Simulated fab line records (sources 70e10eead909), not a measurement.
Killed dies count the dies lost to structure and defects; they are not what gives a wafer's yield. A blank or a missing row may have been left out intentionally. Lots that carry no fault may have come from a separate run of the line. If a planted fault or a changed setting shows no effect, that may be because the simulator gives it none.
A lot that was struck, set against a sound lot || flow nand harc || 15 out of 1302 route steps
Sound: these wafers, L263.2, L263.4, L263.5. The struck wafers were L266.1, L266.4, L266.5. Last of all comes the cause.
For every step that has rows: the tool of each side, followed by ch and its chambers, followed by its first start. Under that, the readings that differ: sound wafers || struck wafers || difference of the means || sigmas: that difference in standard deviations of wafers without a fault.
alike: same words and numbers on both sides, and readings whose means sit less than 2 such deviations apart. not compared: any withheld reading, any reading some wafer has no value for, any bound like >300 that may hide the same value, and any number with overlapping values for which the record gives no deviation.
The two part at a step that has a row with sigmas, a row that says differs or no value, or rows on one side only. Numbers that don't overlap but have no deviation are shown without sigmas and don't part them. Lack of a reading on every wafer of one side parts them only where that side has two or more wafers.

first, 9 steps without rows for these wafers: NHARC_P_ZERO_WELL_STRIP_15 (strips in SPM, time 900 s); NHARC_P_ZERO_WELL_DEHYDRATE_16 (time 120 s); NHARC_P_ZERO_WELL_HMDS_17 (time 30 s); NHARC_P_ZERO_WELL_COAT_18; NHARC_P_ZERO_WELL_SOFTBAKE_19 (time 95 s); NHARC_P_ZERO_WELL_EBR_20; NHARC_P_ZERO_WELL_EXPOSE_21 (exposes mask P NWELL, target cd 720 nm); NHARC_P_ZERO_WELL_PEB_22 (peb time 85 s); NHARC_P_ZERO_WELL_DEVELOP_23 (time 70 s).
NHARC_P_ZERO_WELL_CD_MEAS_24: the cd target is 720 nm.
  sound on cd sem-03 ch 0, day 2 18:34; struck on cd sem-03 ch 0, day 4 00:37
  alike: cd nm
then, 1 step without rows for these wafers: NHARC_P_ZERO_WELL_HARDBAKE_25 (time 80 s).
NHARC_P_ZERO_WELL_DESCUM_26: chemistry O2, time 3 s.
  sound on rie diel-03 ch 0,1,2, day 2 18:44; struck on rie diel-12 ch 0,2, day 4 00:47
  alike: drypump motor current A, oes product au, rf vpp V, showerhead plenum p Torr, throttle valve pct
  not compared: rf hours counter h
NHARC_P_ZERO_WELL_IMPLANT_27:
  struck on implanter-02, day 4 00:55; sound on implanter-01 ch 0, day 2 18:54
  no value came back on the struck wafers for beam energy keV, beam on s (s); on the sound wafers beam energy keV reads 600.08 599.95 599.96
following that, these wafers have no rows for 1 step: NHARC_P_ZERO_WELL_IMPLANT_57.
-- record jumps: 22 days between struck wafers' starts before vs after; left off in module P_ZERO_WELL, resumes in module END, first step shown is number 1302 of the route --
NHARC_END_SORT_01:
  at this point the record logs the struck wafers (prober-01 ch 0, day 25 19:56) and has no rows for the sound ones

## WHERE THEY PART
Last at NHARC_END_SORT_01 as far as this record goes, first at NHARC_P_ZERO_WELL_IMPLANT_27.

WHY: the cause the simulator had injected
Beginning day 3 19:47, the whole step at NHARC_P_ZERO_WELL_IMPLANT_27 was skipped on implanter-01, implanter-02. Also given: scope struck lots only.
